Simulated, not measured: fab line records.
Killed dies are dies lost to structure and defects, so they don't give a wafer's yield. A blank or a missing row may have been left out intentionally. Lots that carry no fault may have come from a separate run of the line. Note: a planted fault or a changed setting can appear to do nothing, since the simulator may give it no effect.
Split-lot trial / flow n5-finfet / route with 1938 steps; 7 lots, 21 wafers read

== THE SPLIT ==
At N5_MOL_CONTACT_COAG_CMP_23 (polishes, stops on SiO2, t overpolish 1.5 s, target thk 0 nm), the setting down-force-psi was moved away from the recipe's 2 psi on 3 of the 21 wafers read, by -13.7% to +19.4%. This setting was run at the recipe's value on the other wafers.

== FROM THE SPLIT TO THE READING: what the file shows between them, 4 steps ==
- N5_MOL_CONTACT_COAG_WET_ETCH_26: target Co, target depth 13 nm
- N5_MOL_CONTACT_COAG_WET_ETCH_116: etches the open film in SC1-inhibited, target depth 4.6 nm, rinse time 30 s
- N5_MOL_CONTACT_COAG_ALD_27: deposits SiOC, target thk 17 nm, pulse time 1.5 s, time 2720 s
- N5_MOL_CONTACT_COAG_CMP_28: polishes, stops on SiNx, t overpolish 0.85 s, target thk 14.522 nm

== THE READING ==
At N5_MOL_CONTACT_COAG_THK_MEAS_29: MD_CAP_THK, given in nm. On this fab line, fault-free wafers typically give 17.90 nm with a standard deviation of 0.077 nm.

wafer=L079.3; tool, chamber at the split=cmp-04, 1; down-force-psi as run, psi=2.316; against the recipe=+15.8%; MD_CAP_THK, nm=17.29; against lot-mates on the recipe=-0.55
wafer=L079.4; tool, chamber at the split=cmp-04, 2; down-force-psi as run, psi=2; against the recipe=recipe; MD_CAP_THK, nm=17.85; against lot-mates on the recipe=-
wafer=L079.6; tool, chamber at the split=cmp-04, 2; down-force-psi as run, psi=2; against the recipe=recipe; MD_CAP_THK, nm=17.84; against lot-mates on the recipe=-
wafer=L085.1; tool, chamber at the split=cmp-04, 0,1,3; down-force-psi as run, psi=2; against the recipe=recipe; MD_CAP_THK, nm=17.86; against lot-mates on the recipe=-
wafer=L085.4; tool, chamber at the split=cmp-04, 0,1,3; down-force-psi as run, psi=2; against the recipe=recipe; MD_CAP_THK, nm=17.93; against lot-mates on the recipe=-
wafer=L085.5; tool, chamber at the split=cmp-04, 0,1,3; down-force-psi as run, psi=2; against the recipe=recipe; MD_CAP_THK, nm=17.86; against lot-mates on the recipe=-
wafer=L087.2; tool, chamber at the split=cmp-03, 3,1; down-force-psi as run, psi=2; against the recipe=recipe; MD_CAP_THK, nm=17.85; against lot-mates on the recipe=-
wafer=L087.3; tool, chamber at the split=cmp-03, 0; down-force-psi as run, psi=2; against the recipe=recipe; MD_CAP_THK, nm=18.00; against lot-mates on the recipe=-
wafer=L087.5; tool, chamber at the split=cmp-03, 3,1; down-force-psi as run, psi=2; against the recipe=recipe; MD_CAP_THK, nm=17.97; against lot-mates on the recipe=-
wafer=L089.3; tool, chamber at the split=cmp-03, 3; down-force-psi as run, psi=2.387; against the recipe=+19.4%; MD_CAP_THK, nm=17.48; against lot-mates on the recipe=-0.52
wafer=L089.5; tool, chamber at the split=cmp-03, 1; down-force-psi as run, psi=2; against the recipe=recipe; MD_CAP_THK, nm=18.10; against lot-mates on the recipe=-
wafer=L089.6; tool, chamber at the split=cmp-03, 2; down-force-psi as run, psi=2; against the recipe=recipe; MD_CAP_THK, nm=17.90; against lot-mates on the recipe=-
wafer=L090.2; tool, chamber at the split=cmp-03, 0; down-force-psi as run, psi=2; against the recipe=recipe; MD_CAP_THK, nm=18.03; against lot-mates on the recipe=-
wafer=L090.5; tool, chamber at the split=cmp-03, 0,1; down-force-psi as run, psi=2; against the recipe=recipe; MD_CAP_THK, nm=17.75; against lot-mates on the recipe=-
wafer=L090.6; tool, chamber at the split=cmp-03, 0,1; down-force-psi as run, psi=2; against the recipe=recipe; MD_CAP_THK, nm=17.79; against lot-mates on the recipe=-
wafer=L094.1; tool, chamber at the split=cmp-01, 1,0,2; down-force-psi as run, psi=2; against the recipe=recipe; MD_CAP_THK, nm=17.80; against lot-mates on the recipe=-
wafer=L094.4; tool, chamber at the split=cmp-01, 1,0,2; down-force-psi as run, psi=2; against the recipe=recipe; MD_CAP_THK, nm=17.84; against lot-mates on the recipe=-
wafer=L094.6; tool, chamber at the split=cmp-01, 1,0,2; down-force-psi as run, psi=2; against the recipe=recipe; MD_CAP_THK, nm=17.88; against lot-mates on the recipe=-
wafer=L097.2; tool, chamber at the split=cmp-03, 2; down-force-psi as run, psi=2; against the recipe=recipe; MD_CAP_THK, nm=17.99; against lot-mates on the recipe=-
wafer=L097.3; tool, chamber at the split=cmp-03, 3; down-force-psi as run, psi=2; against the recipe=recipe; MD_CAP_THK, nm=17.93; against lot-mates on the recipe=-
wafer=L097.6; tool, chamber at the split=cmp-03, 2; down-force-psi as run, psi=1.725; against the recipe=-13.7%; MD_CAP_THK, nm=18.19; against lot-mates on the recipe=+0.23
The file does not say which wafer passed through which chamber wherever a row lists several chambers: such a row stands for several wafers.

THE FIT
A straight line over all 21 wafers: MD_CAP_THK changes by -0.0265 nm for each +1% of down-force-psi; r = -0.86; the points scatter about the line by 0.1 nm.
The same after taking each lot's own level away (the mean of its wafers on the recipe; 21 wafers): -0.0267 nm for each +1%; r = -0.91; scatter 0.079 nm.
That fit puts the effect of the largest move of down-force-psi on the reading at 0.52 nm.
Across the lots, their own levels run from 17.840 to 18.000 nm, a range of 2.1 times the standard deviation given above.
Consequently the slope shifts little with the lot-to-lot level, the two slopes agreeing.
Check: with one of the wafers moved furthest among these (+19.4%) left out of the fit, the line predicts -0.539 nm for it against its lot-mates. Against them it came out at -0.52 nm.

== OTHER SPLITS ON THESE WAFERS ==
These wafers also went through other splits before the reading. Each is held against what the fit with the lots' levels taken away leaves over:
other split on the same wafers=N5_MOL_CONTACT_COAG_COAT_103 spin-rpm; wafers away from the commonest value=5; r with MD_CAP_THK (lot level and that fit taken away)=+0.14

== THE WHOLE CHAIN: every reading that the file lists as answering this split, in the file's order ==
step=N5_MOL_CONTACT_COAG_CMP_23; what it does=polishes, stops on SiO2, t overpolish 1.5 s, target thk 0 nm; reading=SiNx_of_GATE_CUT_SAC_CAP_01.thk-nm (the simulator's own value, which no gauge read); change (the file's fit)=-0.0286 nm for each +1% of the setting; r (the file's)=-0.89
step=N5_MOL_CONTACT_COAG_WET_ETCH_26; what it does=target Co, target depth 13 nm; reading=SiNx_of_GATE_CUT_SAC_CAP_01.thk-nm (the simulator's own value, which no gauge read); change (the file's fit)=-0.0269 nm for each +1% of the setting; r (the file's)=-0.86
step=N5_MOL_CONTACT_COAG_THK_MEAS_29; what it does=; reading=MD_CAP_THK; change (the file's fit)=-0.0269 for each +1% of the setting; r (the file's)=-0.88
step=N5_MOL_CONTACT_COAG_ETCH_47; what it does=etches SiNx in CH3F/O2, stops on W, target depth 27 nm; reading=etch.depth-nm (the simulator's own value, which no gauge read); change (the file's fit)=-0.0252 nm for each +1% of the setting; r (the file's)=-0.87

== FILE'S OWN FIT ==
MD_CAP_THK changes by -0.0269 nm for each +1% of down-force-psi, r = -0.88.
